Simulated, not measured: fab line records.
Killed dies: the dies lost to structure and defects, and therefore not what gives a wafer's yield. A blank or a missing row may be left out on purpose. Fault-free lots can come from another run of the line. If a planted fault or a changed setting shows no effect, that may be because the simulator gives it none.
Comparing a struck lot with a sound one    flow nand-harc    38 steps out of a route of 1302
Sound: wafers L967.1, L967.4, L967.5. Struck: wafer L971.2 (left out: L971.4, L971.5 of the same lot, which were not struck); the cause appears at the end.
Order at every step that has rows: each side's tool, ch and its chambers, its first start. Under that, the readings that differ: sound wafers    struck wafers    difference of the means    sigmas: that difference in standard deviations of wafers without a fault.
alike: readings whose means differ by less than 2 such deviations, and words and numbers that are the same on both sides. not compared: withheld readings, readings that some wafer has no value for, bounds like >300 that may hide the same value, and numbers for which the record gives no deviation and whose values overlap.
The two part at a step that has a row with sigmas, a row that says differs or no value, or rows on one side only. Numbers that don't overlap but have no deviation are shown without sigmas and don't part them. A reading that every wafer of one side lacks parts them only if that side has two wafers or more.

NHARC_P_BONDPAD_OVL_MEAS_38:
  sound on overlay-01 at day 9 03:34; struck on overlay-02 at day 10 04:29
  alike: overlay-x-nm, overlay-y-nm
then, 2 steps without rows for these wafers: NHARC_P_BONDPAD_HARDBAKE_10 (time 65 s); NHARC_P_BONDPAD_DESCUM_11 (chemistry O2, time 3 s).
NHARC_P_BONDPAD_ETCH_37: etches the open film in N2/H2, target depth 60 nm, overetch 18 nm, time 65.91 s.
  sound on rie-diel-11 ch 1,2,3, day 9 03:47; struck on rie-diel-11 ch 1, day 10 04:42
  alike: bias-w, drypump-motor-current-A, oes-product-au, rf-vpp-V, showerhead-plenum-p-Torr, throttle-valve-pct
  not compared: rf-hours-counter-h
then, 1 step without rows for these wafers: NHARC_P_BONDPAD_ETCH_12 (etches the open film in CHF3/O2, target depth 200 nm, time 100 s).
NHARC_P_BONDPAD_CD_MEAS_13:
  sound on cd-sem-03 at day 9 04:00; struck on cd-sem-02 at day 10 04:56
  alike: cd-nm
then, 3 steps without rows for these wafers: NHARC_P_BONDPAD_STRIP_15 (strips in O2); NHARC_P_BONDPAD_ETCH_24 (etches the open film in CF4/N2, target depth 30 nm, time 72.99 s); NHARC_P_BONDPAD_STRIP_16 (strips in post etch residue remover, time 600 s).
NHARC_P_BONDPAD_DEGAS_25: time 60 s.
  sound on pvd-sputter-03 at day 9 04:38; struck on pvd-sputter-01 at day 10 05:33
  alike: heater-power-w
NHARC_P_BONDPAD_PRE_CLEAN_26: time 30 s.
  sound on pvd-sputter-03; struck on pvd-sputter-01
  alike: heater-power-w
then, 1 step without rows for these wafers: NHARC_P_BONDPAD_PVD_17 (deposits TaN, target thk 5 nm, time 8.06 s).
NHARC_P_BONDPAD_PVD_27: deposits Cu, target thk 30 nm, time 20.49 s.
  sound on pvd-sputter-03 at day 9 04:52; struck on pvd-sputter-01 at day 10 05:47
reading                 sound           struck  difference  sigmas
throttle-valve-pct (%)  29.7 30.3 30.7  28.2    -2.0        -2
then, 1 step without rows for these wafers: NHARC_P_BONDPAD_ECD_18 (material Cu, target thk 400 nm).
NHARC_P_BONDPAD_ANNEAL_28: time 90 s.
  sound on rtp-anneal-01 ch 0, day 9 05:26; struck on rtp-anneal-01 ch 0, day 10 06:20
  alike: wafer_temp_C_max
then, 16 steps without rows for these wafers: NHARC_P_BONDPAD_CMP_19 (polishes, t overpolish 30 s, cu recess touch 16 s, target thk 160.81 nm); NHARC_P_BONDPAD_SRD_21 (time 30 s, dry time 20 s); NHARC_P_BONDPAD_ACTIVATE_29 (chemistry N2, time 60 s); NHARC_P_BONDPAD_PRECLEAN_30 (cleans in DIW, time 300 s); NHARC_P_BONDPAD_SRD_31 (time 30 s, dry time 20 s); NHARC_A_ZERO_WELL_PRECLEAN_00 (cleans in SPM, time 600 s); NHARC_A_ZERO_WELL_SRD_01; NHARC_A_ZERO_WELL_DEHYDRATE_02 (time 120 s); NHARC_A_ZERO_WELL_HMDS_03 (time 30 s); NHARC_A_ZERO_WELL_COAT_18 (time 65 s); NHARC_A_ZERO_WELL_COAT_04 (resist thk 600 nm); NHARC_A_ZERO_WELL_SOFTBAKE_05 (time 70 s); NHARC_A_ZERO_WELL_EBR_06; NHARC_A_ZERO_WELL_EXPOSE_07 (exposes mask A ZERO); NHARC_A_ZERO_WELL_PEB_08 (peb time 80 s); NHARC_A_ZERO_WELL_DEVELOP_09 (time 50 s).
NHARC_A_ZERO_WELL_CD_MEAS_10: target cd 2000 nm.
  sound on cd-sem-03 ch 0, day 9 07:37; struck on cd-sem-01 ch 0, day 10 08:28
  alike: cd-nm
then, 3 steps without rows for these wafers: NHARC_A_ZERO_WELL_HARDBAKE_11 (time 65 s); NHARC_A_ZERO_WELL_DESCUM_12 (chemistry O2, time 3 s); NHARC_A_ZERO_WELL_ETCH_19 (etches the open film in N2/H2, target depth 80 nm, overetch 24 nm, time 87.88 s).
NHARC_A_ZERO_WELL_ETCH_13: etches the open film in HBr/Cl2, target depth 120 nm, time 40.1 s.
  sound on rie-si-04 ch 1,2,3, day 9 07:58; struck on rie-si-05 ch 0, day 10 08:51
  alike: bias-w, drypump-motor-current-A, oes-product-au, throttle-valve-pct
  not compared: rf-hours-counter-h
then, 1 step without rows for these wafers: NHARC_A_ZERO_WELL_STRIP_14 (strips in SPM, time 900 s).
-- record jumps: 18 days between struck wafers' starts before vs after; left off in module A_ZERO_WELL, resumes in module END, first step shown is number 1302 of the route --
NHARC_END_SORT_01:
  sound on prober-02 ch 0, day 27 08:19; struck on prober-02 ch 0, day 28 00:22
reading                   sound           struck  difference  sigmas
defect-limited-yield (%)  94.8 90.0 95.3  82.9    -10.5       -4
killed-at-periphery       1 7 4           60      +56         +20
killed-dies               35 68 32        116     +71         +4
sort_bin_2_pct (%)        2.8 3.4 1.5     7.4     +4.8        +4
sort_bin_3_pct (%)        0.4 0.9 0.7     3.1     +2.4        +7
sort_bin_4_pct (%)        1.9 5.8 2.5     6.6     +3.2        +2
sort-n-pass               642 609 645     561     -71         -4
sort-rim-yield-pct (%)    91 88 92        71      -19         -5
sort-yield-pct (%)        94.8 90.0 95.3  82.9    -10.5       -4
  alike: killed-at-array, killed-at-other, killed-open, killed-short

== WHERE THEY PART ==
Last at NHARC_END_SORT_01 as far as this record goes, first at NHARC_P_BONDPAD_PVD_27.

WHY: the cause the simulator had injected
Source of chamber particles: pvd-sputter-01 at NHARC_P_BONDPAD_PVD_27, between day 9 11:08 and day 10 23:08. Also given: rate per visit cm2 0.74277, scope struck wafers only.
